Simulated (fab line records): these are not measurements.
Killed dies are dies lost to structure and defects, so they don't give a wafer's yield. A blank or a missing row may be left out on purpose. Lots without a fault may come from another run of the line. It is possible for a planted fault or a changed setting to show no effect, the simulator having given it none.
A struck lot beside a sound one ; flow n5-finfet ; 38 out of 1938 route steps
Sound: the wafers L264.1, L264.2, L264.6. Struck: wafers L255.2, L255.3, L255.6. The cause is named last.
Each step with rows lists, per side, the tool, then ch with its chambers, then its first start. Under that, the readings that differ: sound wafers ; struck wafers ; difference of the means ; sigmas: that difference in standard deviations of wafers without a fault.
alike: a reading whose means differ by less than 2 such deviations, as well as words and numbers matching on both sides. not compared: withheld readings; readings where some wafer has no value; bounds like >300 that might hide an equal value; numbers whose values overlap and for which the record gives no deviation.
Wherever a step has rows on one side only, a row that says differs or no value, or a row with sigmas, the two part there. When numbers do not overlap yet have no deviation, they are printed without sigmas and do not part them. Lack of a reading on every wafer of one side parts them only where that side has two or more wafers.

first, 10 steps without rows for these wafers: N5_HKMG_FIN_W_FILL_22 (material W, target thk 60 nm, time 18.2 s); N5_HKMG_FIN_PRECLEAN_83 (cleans in DIW, time 57.5 s); N5_HKMG_FIN_SRD_84 (dry time 32 s); N5_HKMG_FIN_CMP_23 (polishes, stops on SiNx, t overpolish 10 s, target thk 46.326 nm); N5_HKMG_FIN_CMP_94 (polishes, stops on SiNx, t overpolish 4.7 s, target thk 43.299 nm); N5_GATE_CUT_ETCHBACK_00 (etches W in SF6/Cl2); N5_GATE_CUT_ETCH_56 (etches TiN in Cl2/Ar, target depth 21.6 nm); N5_GATE_CUT_ETCHBACK_30 (etches TiN in Cl2/Ar, target depth 3 nm); N5_GATE_CUT_VAPOR_ETCH_60 (etches HfO2 in BCl3/Cl2); N5_GATE_CUT_ETCH_58 (etches SiNx in CH3F/O2, target depth 17 nm, time 128.6 s).
N5_GATE_CUT_STRIP_59: strips in N2/H2, time 20 s.
  sound on rie-diel-03 ch 0,1,3, day 8 14:37; struck on rie-diel-01 ch 0,1,2, day 6 08:52
  no value came back on the struck wafers for any of 8 readings (bias-power-w (W), chamber-pressure-mTorr (mTorr) and others); on the sound wafers bias-power-w (W) reads 3.002 3.004 2.997
  not compared: rf-hours-counter-h
then, 25 steps without rows for these wafers: N5_GATE_CUT_PRECLEAN_31 (cleans in DIW, time 300 s); N5_GATE_CUT_SRD_32 (time 30 s); N5_GATE_CUT_SAC_CAP_01 (material SiNx, target thk 24 nm, pulse time 1 s, ald cycles 480); N5_GATE_CUT_PECVD_57 (deposits SiNx from SiH4/NH3/N2, target thk 21 nm); N5_GATE_CUT_CMP_02 (polishes, stops on SiO2, t overpolish 12.7 s, target thk 0 nm); N5_GATE_CUT_HM_DEP_46 (deposits SiO2 from TEOS/O2, target thk 130 nm, time 26.6 s); N5_GATE_CUT_COAT_34 (time 60 s, resist thk 60 nm); N5_GATE_CUT_COAT_35 (time 60 s, resist thk 10 nm); N5_GATE_CUT_COAT_27 (time 60 s, resist thk 10 nm); N5_GATE_CUT_COAT_07 (resist thk 30 nm); N5_GATE_CUT_EBR_09; N5_GATE_CUT_SOFTBAKE_08 (time 60 s); N5_GATE_CUT_EXPOSE_10 (exposes mask GATE CUT, target cd 20 nm); N5_GATE_CUT_PEB_11 (peb time 60 s); N5_GATE_CUT_DEVELOP_12 (develop time 30 s); N5_GATE_CUT_DESCUM_18 (chemistry O2, time 7 s); N5_GATE_CUT_ETCH_28 (etches underlayer in N2/H2, target depth 13 nm, time 10.4 s); N5_GATE_CUT_ETCH_36 (etches SiARC in CF4, target depth 13 nm, time 21.7 s); N5_GATE_CUT_ETCH_37 (etches SOC in N2/H2, target depth 60 nm, overetch 12 nm, time 90 s); N5_GATE_CUT_STRIP_38 (strips in N2/H2); N5_GATE_CUT_STRIP_39 (strips in N2/H2); N5_GATE_CUT_HM_OPEN_40 (chemistry C4F6/O2, target SiO2, target depth 139 nm, time 85.1 s); N5_GATE_CUT_STRIP_41 (strips in CF4); N5_GATE_CUT_STRIP_42 (strips in O2); N5_GATE_CUT_ETCH_19 (etches SiNx in CH3F/O2, target depth 53.7 nm, time 76.7 s).
-- a jump in the record: the struck wafers' starts before and after are 3 days apart (it breaks off in module GATE_CUT and resumes in module BEOL_M4, where the first step shown is number 1111 of the route) --
N5_BEOL_M4_RC_MEAS_101:
  sound on prober-02 ch 0, day 11 23:47; struck on prober-01 ch 0, day 9 11:16
reading;sound;struck;difference;sigmas
IOFF_N (nA/um);0.14 0.16 0.14;0.27 0.21 0.23;+0.09;+3
IOFF_P (nA/um);0.19 0.20 0.17;0.32 0.23 0.28;+0.09;+2
SS_P (mV/dec);73.1 73.5 72.6;75.4 73.7 74.2;+1.4;+2
VT_N (mV);252 247 250;243 245 241;-7;-2
VT_P (mV);-253 -254 -254;-244 -251 -242;+8;+2
  alike: DIBL_N, DIBL_P, ION_N, ION_P, SS_N
-- record jumps: 4 days separate the struck wafers' starts on either side; left off in module BEOL_M4, taken up again in module PASSIVATION, whose first shown step is the route's number 1936 --
N5_PASSIVATION_PROBE_49:
  record: rows for the struck wafers here (prober-01, day 13 22:21), none for the sound ones

WHERE THEY PART
At N5_GATE_CUT_STRIP_59 first; at N5_PASSIVATION_PROBE_49 last (within this record only).

WHY: what the simulator had put in
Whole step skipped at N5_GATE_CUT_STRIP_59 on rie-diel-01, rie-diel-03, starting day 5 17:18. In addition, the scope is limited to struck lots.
